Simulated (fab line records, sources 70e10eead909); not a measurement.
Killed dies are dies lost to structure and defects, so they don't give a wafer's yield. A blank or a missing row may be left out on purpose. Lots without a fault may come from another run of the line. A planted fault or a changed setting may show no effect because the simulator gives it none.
Which tool did it? | flow nand_harc | 6 lots, 18 wafers sampled, at 2 steps of a route of 1159

WHAT THE GAUGES READ, wafer by wafer
NHARC_P_ZERO_WELL_CD_MEAS_37: target cd 720 nm.
lot  | measured    | on        | cd_nm (nm)
L727 | day 2 10:06 | cd_sem-01 | 719.1 719.0 720.1
L730 | day 3 04:16 | cd_sem-03 | 719.1 717.9 720.8
L732 | day 3 16:05 | cd_sem-03 | 719.0 715.9 716.9
L739 | day 5 10:15 | cd_sem-03 | 721.8 719.6 721.7
L741 | day 5 22:25 | cd_sem-03 | 700.3 704.2 702.5
L747 | day 7 10:00 | cd_sem-03 | 719.8 720.4 723.5

WHICH TOOL RAN EACH LOT (tool, then ch and the chambers of the sampled wafers, then the start)
lot  | NHARC_P_ZERO_WELL_EXPOSE_34
L727 | krf_scanner-01 ch 0, day 2 09:57
L730 | krf_scanner-01 ch 0, day 3 04:07
L732 | krf_scanner-01 ch 0, day 3 15:56
L739 | krf_scanner-02 ch 0, day 5 10:06
L741 | krf_scanner-03 ch 0, day 5 22:16
L747 | krf_scanner-01 ch 0, day 7 09:50
- NHARC_P_ZERO_WELL_EXPOSE_34: exposes mask P PWELL, target cd 720 nm.

THE ANSWER, worked out from the rows above alone
Rule: what is usual is taken from the lots themselves. Put in order of their means at a reading, lots are off if they are a third of the lots or fewer, leave a main group of 4 or more, and stand apart from it by a gap of 3 or more times the standard deviation of the main group's means; of several such gaps the widest counts. A main group whose means are all the same, to the digits that the tables above print for the reading, isn't used. A lot without any number at a reading at which 4 lots or more have one is off too. The other lots that the step has rows for count as sound.
Off: L741, at NHARC_P_ZERO_WELL_CD_MEAS_37 (cd_nm). The main group: mean 719.6 nm, standard deviation 1.4.
A tool fits if, at a process step before that reading, it ran every lot that is off, and no sound lot after the first of them. The gauges at NHARC_P_ZERO_WELL_CD_MEAS_37 are tried like those tools. One fits: krf_scanner-03 at NHARC_P_ZERO_WELL_EXPOSE_34. It ran no sound lot before its first lot that is off in this sample, so the start can't be narrowed down.

WHAT THE SIMULATOR HAD PUT IN
Process parameter drift: krf_scanner-03, from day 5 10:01 on, at NHARC_P_ZERO_WELL_EXPOSE_34. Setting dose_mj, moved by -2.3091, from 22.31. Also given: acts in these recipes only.
Lots struck among those shown: L741. The rule above found the same.
